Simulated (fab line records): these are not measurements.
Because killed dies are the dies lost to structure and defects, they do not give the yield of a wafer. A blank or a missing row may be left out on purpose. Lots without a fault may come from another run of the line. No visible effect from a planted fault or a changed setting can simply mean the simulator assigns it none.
Matching of chambers | flow n5 finfet | rie si-05 running N5_FIN_SAQP_ETCH_64: 4 sister chambers
The step etches SiO2 in CF4, target depth 1.5 nm. 8 wafers are shown with their chamber, then 11 later ones without.

== WAFERS PAIRED WITH THEIR CHAMBERS ==
wafer  | chamber | throttle valve pct (%) | oes product au (a.u.)
L084.1 | 0       | 21.68                  | 1.022
L085.4 | 0       | 21.70                  | 1.020
L089.3 | 3       | 22.03                  | 0.985
L089.6 | 1       | 21.71                  | 0.992
L091.1 | 1       | 21.72                  | 0.987
L091.3 | 3       | 22.01                  | 0.981
L091.4 | 2       | 21.56                  | 0.985
L092.2 | 2       | 21.56                  | 0.986

== WAFERS MISSING THEIR CHAMBER ==
wafer  | throttle valve pct (%) | oes product au (a.u.)
L092.3 | 22.04                  | 0.990
L092.5 | 22.03                  | 0.988
L094.2 | 21.56                  | 0.983
L094.5 | 21.70                  | 1.005
L094.6 | 22.01                  | 0.989
L096.1 | 21.60                  | 0.978
L096.2 | 22.05                  | 0.993
L096.6 | 21.60                  | 0.976
L097.1 | 22.03                  | 1.001
L097.3 | 21.56                  | 0.992
L097.5 | 21.59                  | 0.989

== EACH ONE'S CHAMBER ==
wafer  | from the rows above     | in truth
L092.3 | 3                       | 3
L092.5 | 3                       | 3
L094.2 | 2                       | 2
L094.5 | can't be placed: 1 or 0 | 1
L094.6 | 3                       | 3
L096.1 | 2                       | 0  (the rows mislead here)
L096.2 | 3                       | 3
L096.6 | 2                       | 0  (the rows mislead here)
L097.1 | 3                       | 3
L097.3 | 2                       | 2
L097.5 | 2                       | 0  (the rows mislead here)
Placed correctly: 7 of 11. These rows do not allow placing 1 (true chamber among the candidates in 1). Number placed wrongly: 3.
How it was worked out, from the rows above alone: a wafer's distance from a chamber is the root of the sum, over the readings, of the square of ((its reading less the chamber's mean) divided by the reading's scatter). The wafer belongs to the nearest chamber; if the next one is less than 2 further off, it can't be placed. Each chamber's mean is taken over the wafers shown for it. How the scatter is found: for the shown wafers, subtract from each reading the mean of its chamber, square and add these, divide the total by (wafers less chambers), then take the root.
